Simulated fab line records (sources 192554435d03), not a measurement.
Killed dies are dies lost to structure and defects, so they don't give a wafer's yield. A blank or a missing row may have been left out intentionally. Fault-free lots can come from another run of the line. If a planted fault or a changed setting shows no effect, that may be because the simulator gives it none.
A single fault, viewed from 2 desks	flow n5 finfet	every desk sees just its own numbers, and what lay behind them comes last

## METROLOGY DESK
Lot by lot, what the gauges showed, no matter which tool ran the lot: averages of those sampled wafers that carry a number. The brackets show how far a lot's mean lies from the usual mean; more than 4 standard deviations puts the lot out of limits, marked OUT.
Columns: A = M10_ILD_THK at N5_BEOL_M10_THK_MEAS_01, usual 268 nm
lot	first seen here	A
L988	day 10 03:21	268
L989	day 11 13:34	267
L991	day 11 22:44	271
L997	day 12 11:06	267
L993	day 12 19:03	262
L100	day 14 06:49	267
L104	day 14 12:35	273
L105	day 15 10:25	266
L106	day 15 12:10	265
L109	day 15 22:22	269
L108	day 15 22:38	270
Result from this desk: across the 11 lots, nothing is out of limits.

## THE TOOL OWNER'S DESK: cmp-01
The tool's own readings at N5_BEOL_M9_CMP_52 (polishes, stops on SiCOH lowk, t overpolish 7 s, target thk 140 nm): means of the sampled wafers that have a number, for each lot that ran on this tool. The brackets show how far a lot's mean lies from the usual mean; more than 4 standard deviations puts the lot out of limits, marked OUT.
Columns: A = barrier field endpoint s at N5_BEOL_M9_CMP_52, usual 29.2 s; B = clearing platen down force psi at N5_BEOL_M9_CMP_52, usual 1.500 psi; C = motor current A at N5_BEOL_M9_CMP_52, usual 5.8 A; D = overpolish run s at N5_BEOL_M9_CMP_52, usual 7.001 s; E = time to endpoint s at N5_BEOL_M9_CMP_52, usual 67.1 s
lot	first seen here	A	B	C	D	E
L988	day 10 01:45	28.9	1.500	6.0	6.999	66.0
L989	day 11 12:28	30.1	1.497	5.9	6.999	67.9
L991	day 11 21:13	24.3 (-6.9) OUT	1.499	5.3	7.000	52.9 (-4.9) OUT
L997	day 12 10:01	20.4 (-12) OUT	1.498	6.0	6.999	47.7 (-6.7) OUT
L993	day 12 17:58	23.5 (-7.9) OUT	1.502	6.2	7.003	55.9
L106	day 15 11:10	30.2	1.498	5.6	7.006	70.3
L108	day 15 21:06	29.8	1.497	5.3	7.002	71.7
This desk's verdict: out of limits on L991, L993, L997, starting with L991 at day 11 21:13 (barrier field endpoint s at N5_BEOL_M9_CMP_52). L988, L989, L106, L108: within limits.

## BROUGHT TOGETHER
The tool owner's desk could have raised an alarm at day 11 21:13, on L991, L993, L997.
Nothing out of limits was seen by the metrology desk.
The metrology desk holds a record of L991, L993, L997, inside its limits.
The lots listed all ran N5_BEOL_M9_CMP_52 on cmp-01.

## WHAT THE SIMULATOR HAD PUT IN
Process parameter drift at N5_BEOL_M9_CMP_52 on cmp-01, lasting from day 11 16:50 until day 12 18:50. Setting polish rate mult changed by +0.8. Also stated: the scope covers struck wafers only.
Shown lots that were struck: L991, L993, L997.
Each desk's first reading out of limits, in hours after the fault started: the tool owner's desk, 4.
